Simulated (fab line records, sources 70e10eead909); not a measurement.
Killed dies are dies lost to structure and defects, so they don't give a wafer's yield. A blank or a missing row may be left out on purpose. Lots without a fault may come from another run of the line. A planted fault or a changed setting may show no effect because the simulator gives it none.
One fault seen from 2 desks | flow nand_harc | each desk has only its own numbers; what lay behind them comes last

THE TOOL OWNER'S DESK: cmp-03
The tool's own readings at NHARC_A_CONTACT_CMP_20 (polishes, t overpolish 30 s, target thk 300 nm): means of the sampled wafers that have a number, for each lot that ran on this tool. A lot is out of limits, marked OUT, if its mean lies more than 4 standard deviations from the usual mean; the brackets give that distance.
Columns: A = motor_current_A at NHARC_A_CONTACT_CMP_20, usual 12.4 A; B = overpolish_run_s at NHARC_A_CONTACT_CMP_20, usual 30.001 s; C = time_to_endpoint_s at NHARC_A_CONTACT_CMP_20, usual 59.5 s
lot  | first seen here | A    | B      | C
L463 | day 17 16:43    | 13.6 | 29.996 | 61.2
L465 | day 17 18:01    | 13.2 | 29.998 | 55.3
L466 | day 18 14:03    | 12.4 | 30.001 | 57.8
L476 | day 20 21:26    | 14.0 | 30.000 | 60.2
L478 | day 21 17:26    | 12.6 | 30.013 | 62.9
This desk's finding: nothing out of limits on any of the 5 lots.

THE DEFECT DESK
What the inspections along the route counted, lot by lot: means of the sampled wafers that have a number. A lot is out of limits, marked OUT, if its mean lies more than 4 standard deviations from the usual mean; the brackets give that distance.
Columns: A = raw_defect_count at NHARC_A_CONTACT_INSPECT_23, usual 439; B = raw_defect_count at NHARC_A_BLC_INSPECT_12, usual 30
lot  | first seen here | A               | B
L461 | day 17 06:59    | 430             | 17
L463 | day 17 17:07    | 452             | 24
L464 | day 17 17:41    | 438             | 19
L465 | day 17 18:25    | 442             | 22
L466 | day 18 14:27    | 427             | 21
L476 | day 20 21:48    | 1296 (+7.8) OUT | 808 (+65) OUT
L478 | day 21 17:50    | 1165 (+6.6) OUT | 819 (+66) OUT
L479 | day 21 18:34    | 545             | 33
L481 | day 22 08:30    | 471             | 18
L483 | day 22 17:02    | 384             | 25
L484 | day 23 23:52    | 464             | 50
This desk's finding: out of limits on L476, L478; first on L476, day 20 21:48 (raw_defect_count at NHARC_A_CONTACT_INSPECT_23). In limits: L461, L463, L464, L465, L466, L479, L481, L483, L484.

PUT TOGETHER
The defect desk could have raised an alarm at day 20 21:48, on L476, L478.
The tool owner's desk saw nothing out of limits.
The tool owner's desk has L476, L478 on record, within its limits.
Of the lots named, all ran NHARC_A_CONTACT_CMP_20 on cmp-03.

WHAT THE SIMULATOR HAD PUT IN
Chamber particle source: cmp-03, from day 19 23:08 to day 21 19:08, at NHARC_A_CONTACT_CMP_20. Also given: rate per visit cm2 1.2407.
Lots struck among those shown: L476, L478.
Hours from the fault's start to each desk's first reading out of limits: the defect desk, 23.
